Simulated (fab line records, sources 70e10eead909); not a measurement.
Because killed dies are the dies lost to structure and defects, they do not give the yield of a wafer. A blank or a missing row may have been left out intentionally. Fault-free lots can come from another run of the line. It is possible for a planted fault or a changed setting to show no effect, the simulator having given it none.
A lot that was struck, set against a sound lot | flow nandHarc | 15 out of 1159 route steps
Sound: these wafers, L279.1, L279.2, L279.6. Wafers L287.4, L287.6 were the ones struck. The cause is named last.
Each step with rows lists, per side, the tool, then ch with its chambers, then its first start. Under that, the readings that differ: sound wafers | struck wafers | difference of the means | sigmas: that difference in standard deviations of wafers without a fault.
alike: same words and numbers on both sides, and readings whose means sit less than 2 such deviations apart. not compared: any withheld reading, any reading some wafer has no value for, any bound like >300 that may hide the same value, and any number with overlapping values for which the record gives no deviation.
Wherever a step has rows on one side only, a row that says differs or no value, or a row with sigmas, the two part there. Numbers that don't overlap but have no deviation are shown without sigmas and don't part them. Lack of a reading on every wafer of one side parts them only where that side has two or more wafers.

first, 2 steps without rows for these wafers: NHARC_A_CONTACT_ETCH_113 (etches the open film in C4F8/O2/Ar, time 94 s, target depth 922 nm); NHARC_A_CONTACT_ETCH_114 (etches the open film in C4F8/O2/Ar, time 94 s, target depth 922 nm).
NHARC_A_CONTACT_ETCH_115: etches the open film in C4F8/O2/Ar, time 94 s, target depth 922 nm.
  sound on harCapEtch-03 ch 0,1, day 16 19:35; struck on harCapEtch-01 ch 0,1, day 18 22:08
  not compared: rfHoursCounterH, runLengthS
NHARC_A_CONTACT_ETCH_116: etches the open film in C4F8/O2/Ar, time 94 s, target depth 922 nm.
  sound on harCapEtch-03 ch 0,1, day 16 19:42; struck on harCapEtch-01 ch 0,1, day 18 22:13
  not compared: rfHoursCounterH, runLengthS
then, 1 step without rows for these wafers: NHARC_A_CONTACT_ETCH_117 (etches the open film in C4F8/O2/Ar, time 94 s, target depth 922 nm).
NHARC_A_CONTACT_ETCH_118: etches the open film in C4F8/O2/Ar, time 94 s, target depth 922 nm.
  sound on harCapEtch-03 ch 0,1, day 16 19:56; struck on harCapEtch-01 ch 0,1, day 18 22:24
  not compared: rfHoursCounterH, runLengthS
then, 2 steps without rows for these wafers: NHARC_A_CONTACT_ETCH_119 (etches the open film in C4F8/O2/Ar, time 94 s, target depth 922 nm); NHARC_A_CONTACT_ETCH_120 (etches the open film in C4F8/O2/Ar, time 94 s, target depth 922 nm).
NHARC_A_CONTACT_ETCH_121: etches the open film in C4F8/O2/Ar, time 94 s, target depth 922 nm.
  sound on harCapEtch-03 ch 0,1, day 16 20:15; struck on harCapEtch-01 ch 0,1, day 18 22:40
  not compared: rfHoursCounterH, runLengthS
then, 2 steps without rows for these wafers: NHARC_A_CONTACT_ETCH_122 (etches the open film in C4F8/O2/Ar, time 95 s, target depth 930 nm); NHARC_A_CONTACT_ETCH_123 (etches the open film in C4F8/O2/Ar, time 253 s, target depth 1090 nm).
NHARC_A_CONTACT_ETCH_90: etches the open film in CH3F/O2, target depth 40 nm, time 85.7 s.
  sound on rieDiel-13 ch 0,1,3, day 16 21:01; struck on rieDiel-13 ch 0,2, day 18 23:26
  alike: drypumpMotorCurrentA, oesProductAu, rfVppV, runLengthS, showerheadPlenumPTorr, throttleValvePct
  not compared: rfHoursCounterH
NHARC_A_CONTACT_ETCH_96: etches the open film in C4F6/O2, target depth 20 nm, time 10 s.
  sound on rieDiel-13 ch 0,2,3, day 16 21:10; struck on rieDiel-13 ch 2,3, day 18 23:34
reading        | sound          | struck    | difference | sigmas
runLengthS (s) | 30.8 30.6 30.5 | 27.4 27.2 | -3.3       | -11
  alike: drypumpMotorCurrentA, oesProductAu, rfVppV, showerheadPlenumPTorr, throttleValvePct
  not compared: rfHoursCounterH
NHARC_A_CONTACT_CD_MEAS_53:
  sound on cdSem-01, day 16 21:14; struck on cdSem-03, day 18 23:40
  alike: cdNm
-- break in the record here, with 6 days between the starts of the struck wafers on either side (left off in module A_CONTACT, picked up again in module END, where the first step shown is number 1159 on the route) --
NHARC_END_SORT_01:
  here the record holds rows for the struck wafers (prober-01 ch 0, day 24 21:46) but none for the sound ones

## WHERE THEY PART
At NHARC_A_CONTACT_ETCH_96 first; at NHARC_END_SORT_01 last (within this record only).

WHY: what the simulator had put in
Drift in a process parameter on rieDiel-13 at NHARC_A_CONTACT_ETCH_96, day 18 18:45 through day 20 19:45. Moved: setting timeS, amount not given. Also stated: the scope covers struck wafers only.
